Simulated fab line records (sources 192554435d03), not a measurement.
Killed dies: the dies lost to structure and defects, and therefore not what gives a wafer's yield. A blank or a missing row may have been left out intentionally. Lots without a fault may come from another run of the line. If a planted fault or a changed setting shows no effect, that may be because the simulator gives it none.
fab line records	flow n5_finfet
record lots=4	wafers=12	last_day=17
route steps=1938 shown BEOL_M2@879 BEOL_M4@1111
lots that met no fault: from a run of the same line without faults
start_h: hours from the record's first day to the start of the lot's first wafer shown	wait_h: hours from the lot's prior step to this one	" identical to the entry in the row above	L1.1+2: a single row standing in for several wafers	- no value, or no start was given	* or withheld: withheld	< > ~ a bound
route shown NAME@n: NAME is a module with steps in the file, n the number in the route of the first one	usual: average and standard deviation across the fault-free wafers	same: alike in all rows	chamber/n: place in a boat	sites: the reading at each site	_std_site: their standard deviation	_edge_site: inner sites' mean taken away from outer sites' mean	radius_mm: for every site, how far away it sits from the centre of the wafer	mask NAME#n: copy n	behind: tool/chamber where the wafer was last shaped	hold: the reason the lot was held/the length of the hold in hours/how it ended	device: names the non-switching transistor (n, p or np)	end of line: tests of these same wafers at the route's end	for a step that has no rows: nothing shown but its recipe	killed: the dies lost at the first sort to structure and to defects; this is not the yield of the wafer	map: a wafer's dies, x killed, . not, _ none there
set.NAME: setting as actually run; set.NAME@STEP: the setting as run at that earlier step	model.NAME: the simulator's own value behind a step, which no gauge read
lots at selected steps of the route; one table per step, one row per wafer
services: a tool's chamber out of use, with start hour (start_h, from the record's first day; less than 0 if before it), hours out, and reason
## steps
# step N5_BEOL_M2_DESCUM_33
# recipe chemistry=O2	time_s=7	source_power_w=50	bias_power_w=20	pressure_mtorr=20	rf_frequency_hz=2.712e+07	temp_c=40	resist=CAR-EUV	o2_flow_sccm=225
# step N5_BEOL_M2_ETCH_77
# recipe chemistry=N2/H2	target=underlayer	target_depth_a=65	mask_material=CAR-EUV	time_s=5.2	ion_energy_ev=200	pressure_mtorr=30	source_w=840	bias_w=150	n2_flow_sccm=200	h2_flow_sccm=200	ends=cleared
# step N5_BEOL_M2_ETCH_69
# recipe chemistry=CF4	target=SiARC	target_depth_a=156	mask_material=CAR-EUV	time_s=26	ion_energy_ev=80	pressure_mtorr=40	source_w=545	bias_w=36	Ar_flow_sccm=100	cf4_flow_sccm=100	ends=cleared
# step N5_BEOL_M2_ALD_98
# recipe material=SiO2	target_thk_a=25	temp_c=100	ald_precursor_family=BDEAS	ald_co_reactant=O2-plasma	pulse_time_s=1	co_reactant_pulse_time_s=1	purge_time_s=2	co_reactant_purge_time_s=2	ald_cycles=17	pressure_torr=2
# step N5_BEOL_M2_ETCHBACK_99
# recipe chemistry=CHF3	target=SiO2	target_depth_a=50	time_s=10.4	source_w=215	bias_w=47	Ar_flow_sccm=200	CHF3_flow_sccm=12	ion_energy_ev=100	pressure_mtorr=30
# step N5_BEOL_M2_ETCH_70
# recipe chemistry=N2/H2	target=SOC	target_depth_a=800	overetch_a=240	mask_material=SiARC	temp_c=40	time_s=130	ion_energy_ev=200	pressure_mtorr=30	source_w=840	bias_w=150	n2_flow_sccm=200	h2_flow_sccm=200
# step N5_BEOL_M2_STRIP_71
# recipe chemistry=N2/H2	temp_c=40	n2_flow_sccm=200	h2_flow_sccm=200	rf_frequency_hz=6e+07
# step N5_BEOL_M2_STRIP_78
# recipe chemistry=N2/H2	temp_c=40	n2_flow_sccm=200	h2_flow_sccm=200	rf_frequency_hz=6e+07
# step N5_BEOL_M2_VIA_ETCH_34
# recipe chemistry=C4F6/O2	target_depth_a=694	mask_material=SOC	pressure_mtorr=15	ion_energy_ev=250	taper_deg=4	time_s=65.9	source_w=350	bias_w=170	Ar_flow_sccm=300	C4F6_flow_sccm=10	O2_flow_sccm=10
# step N5_BEOL_M2_STRIP_83
# recipe chemistry=C4F6/O2	resist=SiARC	rf_frequency_hz=6e+07
# step N5_BEOL_M2_STRIP_36
# recipe chemistry=N2/H2	power_w=450	temp_c=40	pressure_mtorr=20	rf_frequency_hz=6e+07	overash_fraction=0.3	bias_power_w=7	h2_frac=0.5	n2_flow_sccm=200	h2_flow_sccm=200
# step N5_BEOL_M2_TRENCH_ETCH_37
# recipe chemistry=C4F6/O2	target_depth_a=555.55	target=SiOC	time_s=29.2	ion_energy_ev=250	pressure_mtorr=30	source_w=355	bias_w=185	Ar_flow_sccm=300	C4F6_flow_sccm=10	O2_flow_sccm=10
# usual C4F6_flow_sccm=9.996/0.029	chamber_pressure_mTorr=30.000/0.028	drypump_motor_current_A=5.7/0.37	mfc_ar_sccm=299.9/0.91	oes_product_au=0.82/0.1	rf_vpp_V=666/4.1	run_length_s=52.5/0.4	showerhead_plenum_p_Torr=2.83/0.077	throttle_valve_pct=20.75/0.25
lot.wafer	tool	chamber	start_h	wait_h	C4F6_flow_sccm	chamber_pressure_mTorr	drypump_motor_current_A	mfc_ar_sccm	oes_product_au	rf_hours_counter_h	rf_vpp_V	run_length_s	showerhead_plenum_p_Torr	throttle_valve_pct	model.etch.depth_nm	model.BEOL_M2.feature_depth_nm	model.TiN_of_BEOL_M2_HM_DEP_02.thk_nm
L519.3	rie_diel-01	2	183.09	-	9.989	30.021	5.8	299.3	0.86	56	666	52.1	2.78	20.44	56.02	56	17.2
L519.4	"	3	"	"	10.051	30.044	6.4	299.2	0.96	-	670	52.7	2.81	20.66	56.06	56	17.6
L519.6	"	1	"	"	10.035	29.987	5.5	297.4	0.69	-	670	52.6	2.81	21.30	54.93	55	17.6
L520.2	rie_diel-01	1	186.24	-	9.980	29.993	5.5	299.8	0.69	231	671	58.9	2.81	21.31	66.49	66.4	17.2
L520.5	"	3	"	"	10.040	30.041	6.4	299.4	0.97	-	670	52.6	2.81	20.71	56.56	56.6	17.4
L520.6	"	2	"	"	9.992	29.973	5.8	298.1	0.86	-	667	52.4	2.78	20.43	56.08	56	17.8
L522.2	rie_diel-01	1	201.22	-	9.964	29.975	5.5	300.4	0.69	236	670	59.1	2.81	21.31	66.16	66.2	17
L522.5	"	1	"	"	9.962	30.005	5.6	299.6	0.68	-	670	53.0	2.81	21.32	54.67	54.6	17.8
L522.6	"	2	"	"	10.038	29.989	5.8	299.6	0.85	-	667	52.4	2.78	20.46	55.93	56	17.8
L531.2	rie_diel-06	2	255.62	-	9.966	29.978	5.7	299.9	0.87	44	658	53.5	2.78	20.70	55.85	55.8	17.6
L531.4	"	0	"	"	9.973	29.980	5.3	300.1	0.80	-	665	52.2	3.01	20.83	55.81	55.8	17.6
L531.5	"	1	"	"	9.915	29.991	5.6	301.5	0.71	-	665	51.8	2.82	20.73	54.49	54.4	17.8
# step N5_BEOL_M2_ETCH_41
# recipe chemistry=CH3F/O2	target=SiCN	target_depth_a=299	taper_deg=2	time_s=52.5	ion_energy_ev=120	mask_material=TiN	pressure_mtorr=30	source_w=395	bias_w=75	Ar_flow_sccm=150	CH3F_flow_sccm=30	O2_flow_sccm=20
# step N5_BEOL_M2_STRIP_97
# recipe chemistry=N2/H2	time_s=10	power_w=450	temp_c=40	pressure_mtorr=20	rf_frequency_hz=6e+07	bias_power_w=7	n2_flow_sccm=200	h2_flow_sccm=200
# step N5_BEOL_M2_OCD_MEAS_38
# usual trench_depth_nm=55.9/0.71
lot.wafer	tool	chamber	start_h	wait_h	trench_depth_nm
L519.3	ocd-02	-	183.25	-	56.1
L519.4	"	-	"	"	55.7
L519.6	"	-	"	"	54.9
L520.2	ocd-01	-	186.39	-	66.8
L520.5	"	-	"	"	56.8
L520.6	"	-	"	"	56.4
L522.2	ocd-02	-	201.38	-	65.9
L522.5	"	-	"	"	54.8
L522.6	"	-	"	"	56.0
L531.2	ocd-02	-	255.77	-	56.2
L531.4	"	-	"	"	56.1
L531.5	"	-	"	"	55.1
# step N5_BEOL_M2_HM_STRIP_39
# recipe chemistry=peroxide_tin_strip	material=TiN	target_depth_a=250	temp_c=50	time_s=158
# step N5_BEOL_M2_SRD_40
# recipe time_s=30	temp_c=23	rinse_liquid=diw	dry=ipa_marangoni
# step N5_BEOL_M2_PRECLEAN_42
# recipe chemistry=residue_remover	time_s=60	temp_c=40
# step N5_BEOL_M2_SRD_43
# recipe time_s=30	temp_c=23	rinse_liquid=diw	dry=ipa_marangoni
# step N5_BEOL_M2_DEGAS_44
# recipe ambient=vacuum	temp_c=250	time_s=60
# step N5_BEOL_M2_PRE_CLEAN_45
# recipe gas=H2/He	time_s=30	temp_c=250
# step N5_BEOL_M2_ALD_84
# recipe material=TaN	target_thk_a=*	temp_c=275	ald_precursor_family=PDMAT	ald_co_reactant=NH3	pressure_torr=3	carrier_flow_sccm=1500	pulse_time_s=2	purge_time_s=3	co_reactant_purge_time_s=2	co_reactant_pulse_time_s=3	ald_cycles=30	precursor_vessel_temp_c=75	precursor_vessel_pressure_torr=26.25	precursor_vessel_carrier_sccm=1000
# step N5_BEOL_M2_SURFACE_TREAT_85
# recipe gas=Ar	time_s=*	ion_energy_ev=*	ion_current_ma_cm2=0.5	pressure_mtorr=*	ar_flow_sccm=30
# step N5_BEOL_M2_CVD_47
# recipe material=Co	target_thk_a=30	temp_c=withheld	precursor=CCTBA/H2	pressure_torr=30	time_s=223.8
# step N5_BEOL_M2_SPUTTER_48
# recipe material=Cu	target_thk_a=45	temp_c=-20	chamber_pressure_pa=0.07	power_w=withheld	time_s=8.29
# step N5_BEOL_M2_ANNEAL_49
# recipe temp_c=400	time_s=240	ambient=vacuum
# step N5_BEOL_M2_SPUTTER_79
# recipe material=Cu	target_thk_a=45	temp_c=-20	chamber_pressure_pa=0.07	power_w=withheld	time_s=8.29
# step N5_BEOL_M2_ANNEAL_80
# recipe temp_c=400	time_s=240	ambient=vacuum
# step N5_BEOL_M2_SPUTTER_81
# recipe material=Cu	target_thk_a=45	temp_c=-20	chamber_pressure_pa=0.07	power_w=withheld	time_s=8.29
# step N5_BEOL_M2_ANNEAL_82
# recipe temp_c=400	time_s=240	ambient=vacuum
# step N5_BEOL_M2_SPUTTER_86
# recipe material=Cu	target_thk_a=45	temp_c=-20	chamber_pressure_pa=0.07	power_w=withheld	time_s=8.29
# step N5_BEOL_M2_ANNEAL_87
# recipe temp_c=400	time_s=240	ambient=vacuum
# step N5_BEOL_M2_SPUTTER_88
# recipe material=Cu	target_thk_a=45	temp_c=-20	chamber_pressure_pa=0.07	power_w=withheld	time_s=8.29
# step N5_BEOL_M2_ANNEAL_89
# recipe temp_c=400	time_s=240	ambient=vacuum
# step N5_BEOL_M2_SPUTTER_90
# recipe material=Cu	target_thk_a=45	temp_c=-20	chamber_pressure_pa=0.07	power_w=withheld	time_s=8.29
# step N5_BEOL_M2_ANNEAL_91
# recipe temp_c=400	time_s=240	ambient=vacuum
# step N5_BEOL_M2_SPUTTER_92
# recipe material=Cu	target_thk_a=45	temp_c=-20	chamber_pressure_pa=0.07	power_w=withheld	time_s=8.29
# step N5_BEOL_M2_ANNEAL_93
# recipe temp_c=400	time_s=240	ambient=vacuum
# step N5_BEOL_M2_SPUTTER_94
# recipe material=Cu	target_thk_a=45	temp_c=-20	chamber_pressure_pa=0.07	power_w=withheld	time_s=8.29
# step N5_BEOL_M2_ANNEAL_95
# recipe temp_c=400	time_s=240	ambient=vacuum
# step N5_BEOL_M2_CMP_52
# recipe stop_on=SiOC	t_overpolish_s=6.8	down_force_psi=1	platen_rpm=50	clearing_platen_down_force_psi=1.5	clearing_platen_rpm=50	post_cmp_clean=cu_alkaline	target_thk_nm=40	clearing_platen_pad_velocity_m_s=0.99484	pad_velocity_m_s=0.99484
# usual barrier_field_endpoint_s=24.6/0.66	motor_current_A=5.9/0.72	overpolish_run_s=6.800/0.0085	time_to_endpoint_s=61.6/3
lot.wafer	tool	chamber	start_h	wait_h	barrier_field_endpoint_s	motor_current_A	overpolish_run_s	time_to_endpoint_s	model.Cu_of_BEOL_M2_ECD_50.thk_nm
L519.3	cmp-04	0	186.68	0.2	24.7	5.3	6.807	62.7	41.8
L519.4	"	2	"	"	24.7	5.6	6.805	60.9	39.6
L519.6	"	3	"	"	24.3	4.7	6.813	60.3	40
L520.2	cmp-03	2	190.27	0.2	25.2	5.9	6.790	63.1	50.6
L520.5	"	2	"	"	26.2	5.6	6.788	65.1	40.6
L520.6	"	3	"	"	25.9	6.4	6.801	63.8	39.6
L522.2	cmp-04	2	204.43	0.2	23.5	5.7	6.802	62.1	50.6
L522.6	"	2	"	"	24.3	5.5	6.785	59.8	41.2
L522.5	"	3	"	"	23.5	4.7	6.805	61.4	38
L531.4	cmp-04	3	259.53	0.2	24.3	5.0	6.793	60.9	38.2
L531.2	"	0	"	"	25.3	5.4	6.810	62.7	40.4
L531.5	"	2	"	"	24.9	5.5	6.795	63.5	37
# step N5_BEOL_M2_THK_MEAS_53
# recipe thk_meas_gauge=xrf	reads=Cu_of_BEOL_M2_ECD_50
# usual M2_THK=40.3/1.1
lot.wafer	tool	chamber	start_h	wait_h	M2_THK[nm]
L519.3	film_metro-02	-	186.94	-	41.5
L519.4	"	-	"	"	39.6
L519.6	"	-	"	"	40.0
L520.2	film_metro-01	-	190.56	-	50.4
L520.5	"	-	"	"	40.5
L520.6	"	-	"	"	39.3
L522.2	film_metro-02	-	204.72	-	51.5
L522.5	"	-	"	"	38.7
L522.6	"	-	"	"	42.0
L531.2	film_metro-02	-	259.75	-	40.9
L531.4	"	-	"	"	38.6
L531.5	"	-	"	"	37.4
# step N5_BEOL_M2_RS_MEAS_58
# recipe thk_meas_gauge=four-point-probe	reads=Co_of_BEOL_M2_CO_CAP_55+Cu_of_BEOL_M2_ECD_50+Co_of_BEOL_M2_CVD_47+TaN_of_BEOL_M2_ALD_84
# usual M2_RS=0.666/0.024
lot.wafer	tool	chamber	start_h	wait_h	M2_RS[ohm/sq]
L519.3	film_metro-02	-	187.20	0.1	0.630
L519.4	"	-	"	"	0.675
L519.6	"	-	"	"	0.665
L520.2	film_metro-02	-	190.82	0.1	0.495
L520.5	"	-	"	"	0.653
L520.6	"	-	"	"	0.675
L522.2	film_metro-02	-	204.98	0.1	0.495
L522.5	"	-	"	"	0.712
L522.6	"	-	"	"	0.643
L531.2	film_metro-01	-	260.02	0.1	0.660
L531.4	"	-	"	"	0.709
L531.5	"	-	"	"	0.738
# step N5_BEOL_M4_RC_MEAS_101
# usual DIBL_N=36.1/1.3	DIBL_P=36.1/1.7	IOFF_N=0.154/0.022	IOFF_P=0.201/0.024	ION_N=675/8.9	ION_P=462/5.9	SERP_M2=192/11	SS_N=71.5/0.49	SS_P=73.3/0.58	VT_N=250.0/2.7	VT_P=-251.3/2.7
lot.wafer	tool	chamber	start_h	wait_h	DIBL_N[mV/V]	DIBL_P[mV/V]	IOFF_N[nA/um]	IOFF_P[nA/um]	ION_N[uA/um]	ION_P[uA/um]	SERP_M2[ohm/um]	SS_N[mV/dec]	SS_P[mV/dec]	VT_N[mV]	VT_P[mV]
L519.3	prober-02	0	213.20	0.3	34.1	32.0	0.123	0.167	670	457	189	70.9	72.1	253.0	-252.4
L519.4	"	0	"	"	36.1	33.3	0.144	0.180	671	456	216	72.4	73.1	250.6	-253.8
L519.6	"	0	"	"	37.0	35.1	0.175	0.209	687	466	193	71.6	73.7	247.1	-250.0
L520.2	prober-01	0	227.49	0.2	36.2	35.9	0.140	0.199	674	466	161	71.3	73.0	251.9	-250.8
L520.5	"	0	"	"	37.7	37.7	0.166	0.228	672	462	202	71.9	72.8	248.0	-247.1
L520.6	"	0	"	"	36.3	36.3	0.138	0.198	670	463	206	71.5	73.1	252.1	-248.9
L522.2	prober-01	0	234.62	0.2	36.4	35.8	0.134	0.188	665	456	164	71.7	73.0	250.6	-252.7
L522.5	"	0	"	"	36.6	35.9	0.136	0.186	657	446	210	71.0	73.6	254.9	-253.1
L522.6	"	0	"	"	35.6	35.0	0.123	0.180	657	456	172	71.6	72.9	253.1	-252.1
L531.2	prober-01	0	289.66	0.2	35.2	35.1	0.146	0.190	680	466	194	71.9	72.8	250.5	-249.6
L531.4	"	0	"	"	36.0	36.3	0.148	0.196	670	463	192	72.3	72.7	251.4	-250.8
L531.5	"	0	"	"	33.6	32.6	0.116	0.158	660	457	209	71.6	71.7	255.8	-252.9
# sites SERP_M2 radius_mm=0,75,75,75,75,140,140,140,140
L519.3 186 178 202 189 191 184 209 190 185
L520.2 157 161 153 158 157 161 168 163 164
L522.2 150 157 157 164 161 172 166 180 170
L531.2 184 193 193 197 198 199 194 202 189
## services
tool	chamber	start_h	hours	kind
rie_diel-06	1	164.44	9.9	repair
rie_diel-01	3	177.60	5.2	repair
rie_diel-06	1	183.55	8.8	repair
rie_diel-06	3	215.95	2.9	repair
rie_diel-01	1	240.61	-	clean
rie_diel-01	1	240.61	-	consumable_replace:focus_ring
rie_diel-01	1	240.61	16.8	scheduled_down
rie_diel-01	1	240.61	16.8	vent_cycle
rie_diel-06	3	242.73	-	clean
rie_diel-06	3	242.73	-	consumable_replace:focus_ring
rie_diel-06	3	242.73	-	consumable_replace:showerhead
cmp-03	-	249.33	2.6	repair
cmp-04	-	249.36	3.8	repair
## key
first_sign step=N5_BEOL_M2_TRENCH_ETCH_37	reading=run_length_s	direction=up	sigmas=16	usual=*	struck=*
effect step=N5_BEOL_M2_OCD_MEAS_38	reading=trench_depth_nm	direction=up	sigmas=15	usual=55.9	struck=66.3
effect step=N5_BEOL_M2_THK_MEAS_53	reading=M2_THK	direction=up	sigmas=9.6	usual=40.3	struck=51.0
effect step=N5_BEOL_M2_RS_MEAS_58	reading=M2_RS	direction=down	sigmas=7.1	usual=0.666	struck=0.495
effect step=N5_BEOL_M4_RC_MEAS_101	reading=SERP_M2	direction=down	sigmas=2.6	usual=192	struck=163
model_effect step=N5_BEOL_M2_TRENCH_ETCH_37	value=etch.depth_nm	without=54.92	struck=66.33
model_effect step=N5_BEOL_M2_CMP_52	value=Cu_of_BEOL_M2_ECD_50.thk_nm	without=39.2	struck=50.6
met_at N5_BEOL_M2_TRENCH_ETCH_37
struck_wafers L520.2,L522.2
onset_between 183.09 186.24
fault kind=process_parameter_drift	tool=rie_diel-01	chamber=-	onset_h=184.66	steps=N5_BEOL_M2_TRENCH_ETCH_37	channel=time_s	offset=*	shape=step	end_h=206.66	scope=struck_wafers_only	acts_in=*	stated=*
